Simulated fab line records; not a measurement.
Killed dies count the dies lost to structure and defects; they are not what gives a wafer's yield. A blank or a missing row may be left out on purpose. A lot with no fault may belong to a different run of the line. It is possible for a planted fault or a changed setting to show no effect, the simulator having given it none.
fab line records + flow n5-finfet
record:
- lots: 4
- wafers: 12
- last-day: 17
route steps=1938 shown BEOL_M1@767 BEOL_M4@1111 PASSIVATION@1936
lots that met no fault: taken from a fault-free run of the same line
start-h: hours from the record's opening day to when the first of the lot's shown wafers began + wait-h: time in hours since the lot's previous step + " repeats the value in the row above + L1.1+2: a single row standing in for several wafers + - no value, or no start was given + * or withheld: withheld + < > ~ a bound
route shown NAME@n: NAME is a module with steps in the file, n the number in the route of the first one + usual: mean/standard deviation of fault-free wafers + same: alike in all rows + chamber/n: place in a boat + sites: per-site readings + _std_site: their standard deviation + _edge_site: mean of outer sites minus mean of inner sites + radius-mm: how far each site lies from the wafer's centre + mask NAME#n: copy n + behind: the tool/chamber that last shaped the wafer + hold: why the lot went on hold/how many hours it stayed there/how the hold came to an end + device: names the non-switching transistor (n, p or np) + end of line: tests of these same wafers at the route's end + for a step that has no rows: nothing shown but its recipe + killed: not the wafer's yield, but the dies lost to structure and defects at the first sort + map: a wafer's dies, marking killed ones x, the rest . and places with no die _
set.NAME: the setting as run; set.NAME@STEP: as run at that earlier step + model.NAME: the simulator's own value behind a step, which no gauge read
lots seen at some steps along the route; tables by step, rows by wafer
services: from which hour (start-h, from the record's first day; less than 0 if before it) a tool's chamber was out of use, for how many hours, and why
== steps ==
step: N5_BEOL_M1_DESCUM_16
recipe:
- chemistry: O2
- time-s: 7
- source-power-w: 50
- bias-power-w: 20
- pressure-mtorr: 20
- rf-frequency-hz: 2.712e+07
- temp-c: 40
- resist: CAR-EUV
- o2-flow-sccm: 225
step: N5_BEOL_M1_ETCH_74
recipe:
- chemistry: N2/H2
- target: underlayer
- target-depth-a: 65
- mask-material: CAR-EUV
- time-s: 5.2
- ion-energy-ev: 200
- pressure-mtorr: 30
- source-w: 840
- bias-w: 150
- n2-flow-sccm: 200
- h2-flow-sccm: 200
- ends: cleared
step: N5_BEOL_M1_ETCH_63
recipe:
- chemistry: CF4
- target: SiARC
- target-depth-a: 156
- mask-material: CAR-EUV
- time-s: 26
- ion-energy-ev: 80
- pressure-mtorr: 40
- source-w: 545
- bias-w: 36
- Ar_flow_sccm: 100
- cf4-flow-sccm: 100
- ends: cleared
step: N5_BEOL_M1_ETCH_64
recipe:
- chemistry: N2/H2
- target: SOC
- target-depth-a: 750
- overetch-a: 150
- mask-material: SiARC
- temp-c: 40
- time-s: 112.5
- ion-energy-ev: 200
- pressure-mtorr: 30
- source-w: 840
- bias-w: 150
- n2-flow-sccm: 200
- h2-flow-sccm: 200
step: N5_BEOL_M1_STRIP_65
recipe:
- chemistry: N2/H2
- temp-c: 40
- n2-flow-sccm: 200
- h2-flow-sccm: 200
- rf-frequency-hz: 6e+07
step: N5_BEOL_M1_STRIP_75
recipe:
- chemistry: N2/H2
- temp-c: 40
- n2-flow-sccm: 200
- h2-flow-sccm: 200
- rf-frequency-hz: 6e+07
step: N5_BEOL_M1_STRIP_66
recipe:
- chemistry: CF4
- resist: SiARC
- power-w: 300
- bias-power-w: 75
- pressure-mtorr: 50
- cf4-flow-sccm: 150
- rf-frequency-hz: 6e+07
step: N5_BEOL_M1_HM_OPEN_17
recipe:
- chemistry: Cl2/BCl3
- target-depth-a: 200
- overetch-a: 60
- target: TiN
- mask-material: SOC
- ion-energy-ev: 150
- pressure-mtorr: 10
- icp-w: 1000
- bias-w: 126
- Cl2_flow_sccm: 53.25
- bcl3-flow-sccm: 21.75
- Ar_flow_sccm: 25
step: N5_BEOL_M1_STRIP_19
recipe:
- chemistry: O2
- power-w: 400
- temp-c: 40
- pressure-mtorr: 30
- rf-frequency-hz: 6e+07
- bias-power-w: 0
- overash-fraction: 0.2
- o2-flow-sccm: 225
step: N5_BEOL_M1_COAT_67
recipe:
- resist: SOC
- temp-c: 250
- time-s: 60
- spin-rpm: 1500
- resist-thk-nm: 60
usual:
- spin-speed-rpm: 1500.2/1.1
| lot.wafer | tool           | chamber | start-h | wait-h | spin-speed-rpm | model.SOC_of_BEOL_M1_COAT_67.thk-nm |
|-----------|----------------|---------|---------|--------|----------------|-------------------------------------|
| L600.1    | litho-track-05 | 0       | 133.51  | 0.0    | 1500.2         | 60                                  |
| L600.4    | "              | 0       | "       | "      | 1500.2         | 60                                  |
| L600.5    | "              | 0       | "       | "      | 1501.6         | 59.8                                |
| L609.1    | litho-track-05 | 0       | 179.45  | 0.0    | 1458.6         | 60.8                                |
| L609.3    | "              | 0       | "       | "      | 1458.4         | 61                                  |
| L609.6    | "              | 0       | "       | "      | 1458.3         | 61.2                                |
| L610.1    | litho-track-05 | 0       | 189.19  | 0.0    | 1458.7         | 60.4                                |
| L610.5    | "              | 0       | "       | "      | 1458.1         | 60.6                                |
| L610.6    | "              | 0       | "       | "      | 1459.9         | 60.6                                |
| L613.3    | litho-track-02 | 0       | 208.51  | 0.0    | 1499.0         | 60                                  |
| L613.5    | "              | 0       | "       | "      | 1500.3         | 60                                  |
| L613.6    | "              | 0       | "       | "      | 1498.4         | 60                                  |
step: N5_BEOL_M1_COAT_68
recipe:
- resist: SiARC
- temp-c: 220
- time-s: 60
- spin-rpm: 1500
- resist-thk-nm: 12
step: N5_BEOL_M1_COAT_76
recipe:
- resist: underlayer
- temp-c: 205
- time-s: 60
- spin-rpm: 1500
- resist-thk-nm: 5
step: N5_BEOL_M1_COAT_22
recipe:
- resist: CAR-EUV
- spin-rpm: 1500
- resist-thk-nm: 30
step: N5_BEOL_M1_EBR_24
recipe:
- solvent: PGMEA
- ebr-width-mm: 1.5
step: N5_BEOL_M1_SOFTBAKE_23
recipe:
- temp-c: 110
- time-s: 60
- resist: CAR-EUV
step: N5_BEOL_M1_EXPOSE_25
recipe:
- mask-id: V0
- na: 0.33
- source-shape: quasar
- sigma-inner: 0.2
- sigma-outer: 0.8
- polarization: unpolarized
- defocus-nm: 5
- target-cd-nm: 24
- dose-mj: 63
step: N5_BEOL_M1_PEB_26
recipe:
- peb-temp-c: 100
- peb-time-s: 60
- resist: CAR-EUV
step: N5_BEOL_M1_DEVELOP_27
recipe:
- develop-time-s: 30
- developer: TMAH
- resist: CAR-EUV
- rinse-liquid: surfactant-rinse
- dry: air-spin
- dev-temp-c: 23
step: N5_BEOL_M1_DESCUM_33
recipe:
- chemistry: O2
- time-s: 7
- source-power-w: 50
- bias-power-w: 20
- pressure-mtorr: 20
- rf-frequency-hz: 2.712e+07
- temp-c: 40
- resist: CAR-EUV
- o2-flow-sccm: 225
step: N5_BEOL_M1_ETCH_77
recipe:
- chemistry: N2/H2
- target: underlayer
- target-depth-a: 65
- mask-material: CAR-EUV
- time-s: 5.2
- ion-energy-ev: 200
- pressure-mtorr: 30
- source-w: 840
- bias-w: 150
- n2-flow-sccm: 200
- h2-flow-sccm: 200
- ends: cleared
step: N5_BEOL_M1_ETCH_69
recipe:
- chemistry: CF4
- target: SiARC
- target-depth-a: 156
- mask-material: CAR-EUV
- time-s: 26
- ion-energy-ev: 80
- pressure-mtorr: 40
- source-w: 545
- bias-w: 36
- Ar_flow_sccm: 100
- cf4-flow-sccm: 100
- ends: cleared
step: N5_BEOL_M1_ALD_98
recipe:
- material: SiO2
- target-thk-a: 25
- temp-c: 100
- ald-precursor-family: BDEAS
- ald-co-reactant: O2-plasma
- pulse-time-s: 1
- co-reactant-pulse-time-s: 1
- purge-time-s: 2
- co-reactant-purge-time-s: 2
- ald-cycles: 17
- pressure-torr: 2
step: N5_BEOL_M1_ETCHBACK_99
recipe:
- chemistry: CHF3
- target: SiO2
- target-depth-a: 50
- time-s: 10.4
- source-w: 215
- bias-w: 47
- Ar_flow_sccm: 200
- CHF3_flow_sccm: 12
- ion-energy-ev: 100
- pressure-mtorr: 30
step: N5_BEOL_M1_ETCH_70
recipe:
- chemistry: N2/H2
- target: SOC
- target-depth-a: 800
- overetch-a: 160
- mask-material: SiARC
- temp-c: 40
- time-s: 120
- ion-energy-ev: 200
- pressure-mtorr: 30
- source-w: 840
- bias-w: 150
- n2-flow-sccm: 200
- h2-flow-sccm: 200
usual:
- drypump-motor-current-A: 5.7/0.45
- oes-product-au: 0.62/0.073
- rf-vpp-V: 524.1/2.6
- showerhead-plenum-p-Torr: 2.55/0.092
- throttle-valve-pct: 17.80/0.25
| lot.wafer | tool        | chamber | start-h | wait-h | drypump-motor-current-A | oes-product-au | rf-hours-counter-h | rf-vpp-V | showerhead-plenum-p-Torr | throttle-valve-pct | model.etch.depth-nm |
|-----------|-------------|---------|---------|--------|-------------------------|----------------|--------------------|----------|--------------------------|--------------------|---------------------|
| L600.1    | rie-diel-02 | 1       | 140.91  | 0.0    | 6.3                     | 0.70           | 13                 | 525.9    | 2.59                     | 17.58              | 59.96               |
| L600.4    | "           | 3       | "       | "      | 5.8                     | 0.61           | 80                 | 521.4    | 2.47                     | 18.09              | 59.99               |
| L600.5    | "           | 1       | "       | "      | 6.4                     | 0.70           | -                  | 525.6    | 2.59                     | 17.61              | 59.76               |
| L609.1    | rie-diel-02 | 3       | 186.70  | 0.0    | 5.8                     | 0.61           | 90                 | 522.0    | 2.47                     | 18.11              | 60.82               |
| L609.3    | "           | 2       | "       | "      | 6.0                     | 0.58           | 165                | 526.5    | 2.63                     | 17.81              | 60.91               |
| L609.6    | "           | 0       | "       | "      | 5.6                     | 0.71           | -                  | 522.2    | 2.49                     | 17.59              | 61.1                |
| L610.1    | rie-diel-06 | 0       | 191.94  | 0.0    | 5.2                     | 0.71           | 14                 | 522.1    | 2.49                     | 17.52              | 60.45               |
| L610.5    | "           | 1       | "       | "      | 5.6                     | 0.55           | -                  | 525.5    | 2.62                     | 18.23              | 60.69               |
| L610.6    | "           | 0       | "       | "      | 5.2                     | 0.72           | -                  | 522.0    | 2.49                     | 17.54              | 60.57               |
| L613.3    | rie-diel-02 | 0       | 210.66  | 0.0    | 5.6                     | 0.69           | 26                 | 524.6    | 2.49                     | 17.59              | 60                  |
| L613.5    | "           | 0       | "       | "      | 5.6                     | 0.70           | -                  | 522.4    | 2.48                     | 17.60              | 60.02               |
| L613.6    | "           | 3       | "       | "      | 5.8                     | 0.60           | -                  | 521.3    | 2.47                     | 18.12              | 59.92               |
step: N5_BEOL_M1_STRIP_71
recipe:
- chemistry: N2/H2
- temp-c: 40
- n2-flow-sccm: 200
- h2-flow-sccm: 200
- rf-frequency-hz: 6e+07
step: N5_BEOL_M1_STRIP_78
recipe:
- chemistry: N2/H2
- temp-c: 40
- n2-flow-sccm: 200
- h2-flow-sccm: 200
- rf-frequency-hz: 6e+07
step: N5_BEOL_M1_VIA_ETCH_34
recipe:
- chemistry: C4F6/O2
- target-depth-a: 678
- mask-material: SOC
- pressure-mtorr: 15
- ion-energy-ev: 250
- taper-deg: 4
- time-s: 64.4
- source-w: 350
- bias-w: 170
- Ar_flow_sccm: 300
- C4F6_flow_sccm: 10
- O2_flow_sccm: 10
usual:
- O2_flow_sccm: 10.00/0.031
- drypump-motor-current-A: 5.7/0.45
- oes-product-au: 0.81/0.096
- rf-vpp-V: 664/6.2
- showerhead-plenum-p-Torr: 2.85/0.096
- throttle-valve-pct: 30.80/0.18
| lot.wafer | tool        | chamber | start-h | wait-h | O2_flow_sccm | drypump-motor-current-A | oes-product-au | rf-hours-counter-h | rf-vpp-V | showerhead-plenum-p-Torr | throttle-valve-pct | model.SOC_of_BEOL_M1_COAT_67.thk-nm |
|-----------|-------------|---------|---------|--------|--------------|-------------------------|----------------|--------------------|----------|--------------------------|--------------------|-------------------------------------|
| L600.1    | rie-diel-02 | 1       | 141.01  | 0.0    | 10.06        | 6.3                     | 0.92           | 13                 | 661      | 2.92                     | 30.75              | 52.2                                |
| L600.4    | "           | 3       | "       | "      | 10.01        | 5.8                     | 0.80           | 80                 | 658      | 2.76                     | 31.09              | 52                                  |
| L600.5    | "           | 1       | "       | "      | 10.01        | 6.3                     | 0.92           | -                  | 662      | 2.92                     | 30.77              | 52                                  |
| L609.1    | rie-diel-02 | 3       | 186.80  | 0.0    | 9.99         | 5.8                     | 0.79           | 90                 | 657      | 2.76                     | 31.10              | 53                                  |
| L609.3    | "           | 2       | "       | "      | 10.02        | 6.0                     | 0.74           | 165                | 667      | 2.96                     | 30.80              | 52.8                                |
| L609.6    | "           | 0       | "       | "      | 9.99         | 5.6                     | 0.93           | -                  | 656      | 2.80                     | 30.75              | 53                                  |
| L610.1    | rie-diel-06 | 0       | 192.04  | 0.0    | 10.07        | 5.2                     | 0.94           | 14                 | 659      | 2.80                     | 30.75              | 52.4                                |
| L610.5    | "           | 1       | "       | "      | 10.02        | 5.6                     | 0.70           | -                  | 671      | 2.92                     | 31.08              | 52.8                                |
| L610.6    | "           | 0       | "       | "      | 10.11        | 5.1                     | 0.94           | -                  | 658      | 2.80                     | 30.76              | 52.6                                |
| L613.3    | rie-diel-02 | 0       | 210.76  | 0.0    | 9.95         | 5.6                     | 0.91           | 26                 | 657      | 2.79                     | 30.74              | 52                                  |
| L613.5    | "           | 0       | "       | "      | 9.99         | 5.6                     | 0.90           | -                  | 658      | 2.79                     | 30.75              | 52                                  |
| L613.6    | "           | 3       | "       | "      | 9.95         | 5.8                     | 0.78           | -                  | 657      | 2.75                     | 31.10              | 52                                  |
step: N5_BEOL_M1_STRIP_83
recipe:
- chemistry: C4F6/O2
- resist: SiARC
- rf-frequency-hz: 6e+07
step: N5_BEOL_M4_RC_MEAS_101
usual:
- DIBL_N: 36.6/1.3
- DIBL_P: 36.4/1.4
- IOFF_N: 0.167/0.023
- IOFF_P: 0.219/0.029
- ION_N: 678/8.7
- ION_P: 464/6.4
- SS_N: 71.5/0.53
- SS_P: 73.4/0.57
- VT_N: 248.5/2.8
- VT_P: -249/3.1
| lot.wafer | tool      | chamber | start-h | wait-h | DIBL_N[mV/V] | DIBL_P[mV/V] | IOFF_N[nA/um] | IOFF_P[nA/um] | ION_N[uA/um] | ION_P[uA/um] | SS_N[mV/dec] | SS_P[mV/dec] | VT_N[mV] | VT_P[mV] |
|-----------|-----------|---------|---------|--------|--------------|--------------|---------------|---------------|--------------|--------------|--------------|--------------|----------|----------|
| L600.1    | prober-01 | 0       | 198.19  | 0.0    | 38.5         | 37.0         | 0.201         | 0.252         | 683          | 467          | 70.7         | 74.1         | 245.5    | -250     |
| L600.4    | "         | 0       | "       | "      | 37.8         | 36.0         | 0.178         | 0.226         | 685          | 471          | 71.1         | 73.1         | 247.7    | -250     |
| L600.5    | "         | 0       | "       | "      | 37.7         | 36.6         | 0.184         | 0.242         | 685          | 473          | 71.5         | 74.0         | 246.7    | -246     |
| L610.1    | prober-01 | 0       | 254.70  | 0.0    | 33.7         | 34.7         | 0.145         | 0.229         | 679          | 470          | 71.3         | 72.7         | 250.3    | -244     |
| L610.5    | "         | 0       | "       | "      | 35.5         | 36.4         | 0.177         | 0.247         | 688          | 469          | 71.3         | 73.7         | 247.6    | -245     |
| L610.6    | "         | 0       | "       | "      | 33.3         | 34.6         | 0.134         | 0.224         | 666          | 465          | 70.5         | 73.0         | 252.9    | -245     |
| L609.1    | prober-01 | 0       | 283.19  | 0.0    | 36.5         | 36.2         | 0.178         | 0.202         | 677          | 461          | 71.8         | 72.7         | 246.3    | -249     |
| L609.3    | "         | 0       | "       | "      | 35.3         | 35.3         | 0.153         | 0.196         | 667          | 459          | 71.9         | 73.3         | 248.6    | -250     |
| L609.6    | "         | 0       | "       | "      | 37.0         | 37.4         | 0.185         | 0.225         | 681          | 460          | 71.5         | 73.7         | 243.9    | -249     |
| L613.3    | prober-01 | 0       | 308.82  | 0.3    | 37.4         | 37.2         | 0.193         | 0.231         | 675          | 461          | 71.2         | 73.1         | 246.4    | -248     |
| L613.5    | "         | 0       | "       | "      | 35.9         | 35.8         | 0.157         | 0.210         | 670          | 457          | 71.6         | 73.3         | 249.6    | -249     |
| L613.6    | "         | 0       | "       | "      | 35.7         | 35.4         | 0.152         | 0.201         | 677          | 460          | 71.9         | 73.5         | 249.6    | -251     |
step: N5_PASSIVATION_PROBE_49
usual:
- defect-limited-yield: 91.6/1.6
- killed_at_M0_to_M3: 32/9.7
- killed_at_M4_up: 13/4.4
- killed-at-contacts: 12/6.5
- killed-at-front-end: 38/12
- killed-at-other: 3.7/3
- killed-dies: 99/18
- killed-open: 66/14
- killed-short: 32/7.5
- sort_bin_5_function: 4.9/1
- sort_bin_6_memory: 3.2/0.73
- sort-n-pass: 1081/18
- sort-yield-pct: 91.6/1.6
same:
- gross-dies: 1180
- killed-at-back-side: 0
- sort_bin_4_leakage[%]: 0
- sort_bin_8_speed[%]: 0
| lot.wafer | tool      | chamber | start-h | wait-h | defect-limited-yield[%] | killed_at_M0_to_M3 | killed_at_M4_up | killed-at-contacts | killed-at-front-end | killed-at-other | killed-dies | killed-open | killed-short | sort_bin_5_function[%] | sort_bin_6_memory[%] | sort-n-pass | sort-yield-pct[%] |
|-----------|-----------|---------|---------|--------|-------------------------|--------------------|-----------------|--------------------|---------------------|-----------------|-------------|-------------|--------------|------------------------|----------------------|-------------|-------------------|
| L600.1    | prober-02 | -       | 309.32  | 0.0    | 90.4                    | 34                 | 13              | 25                 | 35                  | 6               | 113         | 71          | 42           | 5.8                    | 3.4                  | 1067        | 90.4              |
| L600.4    | prober-02 | -       | 309.47  | 0.2    | 91.6                    | 20                 | 15              | 16                 | 35                  | 13              | 99          | 59          | 40           | 4.2                    | 3.9                  | 1081        | 91.6              |
| L600.5    | prober-02 | -       | 309.52  | 0.2    | 91.3                    | 35                 | 10              | 9                  | 39                  | 10              | 103         | 58          | 45           | 4.7                    | 3.7                  | 1077        | 91.3              |
| L609.1    | prober-02 | -       | 393.31  | 0.0    | 92.7                    | 35                 | 18              | 9                  | 24                  | 0               | 86          | 46          | 40           | 4.4                    | 2.5                  | 1094        | 92.7              |
| L609.3    | prober-02 | -       | 393.41  | 0.1    | 91.7                    | 41                 | 13              | 12                 | 27                  | 5               | 98          | 58          | 39           | 4.7                    | 3.3                  | 1082        | 91.7              |
| L609.6    | prober-02 | -       | 393.56  | 0.3    | 90.1                    | 40                 | 13              | 15                 | 44                  | 5               | 117         | 78          | 39           | 6.8                    | 2.7                  | 1063        | 90.1              |
killed by level:class
L600.1 MOL_CONTACT_COAG:geometric-particle:open=21 BEOL_M0_SAQP:geometric-particle:short=9 BEOL_M4:geometric-particle:open=9 BEOL_M1:geometric-particle:open=7 STI_FIN_REVEAL:geometric-particle:open=6 GATE_CUT:geometric-particle:short=6 ILD0:geometric-particle:short=4 MOL_CONTACT_COAG:geometric-particle:short=4
L600.4 MOL_CONTACT_COAG:geometric-particle:open=12 GATE_CUT:geometric-particle:short=7 STI_FIN_REVEAL:geometric-particle:open=6 BEOL_M1:geometric-particle:open=6 BEOL_M4:geometric-particle:open=5 MIM_TOP_ETCH:geometric-particle:open=5 MIM_TOP_ETCH:geometric-particle:short=5 ILD0:geometric-particle:short=4
L600.5 BEOL_M0_SAQP:geometric-particle:open=10 BEOL_M0_SAQP:geometric-particle:short=10 FIN_SAQP:geometric-particle:short=9 BEOL_M4:geometric-particle:open=7 STI_FIN_REVEAL:geometric-particle:open=6 GATE_CUT:geometric-particle:short=6 MOL_CONTACT_COAG:geometric-particle:open=6 DUMMY_GATE:geometric-particle:open=5
L609.1 BEOL_M0_SAQP:geometric-particle:short=15 BEOL_M4:geometric-particle:open=9 MOL_CONTACT_COAG:geometric-particle:open=7 FIN_SAQP:geometric-particle:short=4 BEOL_M1:geometric-particle:open=4 BEOL_M1:geometric-particle:short=4 GATE_CUT:geometric-particle:short=3 GATE_CUT:geometric-particle:open=3
L609.3 BEOL_M0_SAQP:geometric-particle:short=10 MOL_CONTACT_COAG:geometric-particle:open=9 BEOL_M0_SAQP:geometric-particle:open=9 FIN_SAQP:geometric-particle:open=7 BEOL_M2:geometric-particle:open=7 BEOL_M4:geometric-particle:open=6 FIN_SAQP:geometric-particle:short=5 DUMMY_GATE:geometric-particle:open=4
L609.6 FIN_SAQP:geometric-particle:short=11 MOL_CONTACT_COAG:geometric-particle:open=11 BEOL_M0_SAQP:geometric-particle:short=8 BEOL_M4:geometric-particle:open=8 FIN_SAQP:geometric-particle:open=7 BEOL_M0_SAQP:geometric-particle:open=7 STI_FIN_REVEAL:geometric-particle:open=7 BEOL_M3:geometric-particle:open=7
== services ==
| tool           | chamber | start-h | hours | kind                          |
|----------------|---------|---------|-------|-------------------------------|
| rie-diel-06    | 0       | 120.08  | -     | clean                         |
| rie-diel-06    | 0       | 120.08  | -     | consumable-replace:focus-ring |
| rie-diel-06    | 0       | 120.08  | 16.2  | scheduled-down                |
| rie-diel-06    | 0       | 120.08  | 16.2  | vent-cycle                    |
| rie-diel-06    | 2       | 125.76  | 11.1  | repair                        |
| litho-track-05 | -       | 132.69  | -     | consumable-replace:filter     |
| rie-diel-06    | -       | 158.33  | 2.8   | pm                            |
| rie-diel-06    | 2       | 163.27  | 9.2   | repair                        |
== key ==
first-sign:
- step: N5_BEOL_M1_COAT_67
- reading: spin-speed-rpm
- direction: down
- sigmas: 39
- usual: *
- struck: *
effect none on later readings
model-effect:
- step: N5_BEOL_M1_COAT_67
- value: SOC_of_BEOL_M1_COAT_67.thk-nm
- without: 59.9
- struck: 60.77
model-effect:
- step: N5_BEOL_M1_ETCH_70
- value: etch.depth-nm
- without: 59.91
- struck: 60.76
model-effect:
- step: N5_BEOL_M1_VIA_ETCH_34
- value: SOC_of_BEOL_M1_COAT_67.thk-nm
- without: 51.93
- struck: 52.77
met-at N5_BEOL_M1_COAT_67
struck-wafers L609.1,L609.3,L609.6,L610.1,L610.5,L610.6
onset-between 133.51 179.45
fault:
- kind: process-parameter-drift
- tool: litho-track-05
- chamber: -
- onset-h: 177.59
- steps: N5_BEOL_M1_COAT_67
- channel: spin-rpm
- offset: *
- shape: step
- end-h: 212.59
- acts-in: *
- stated: *
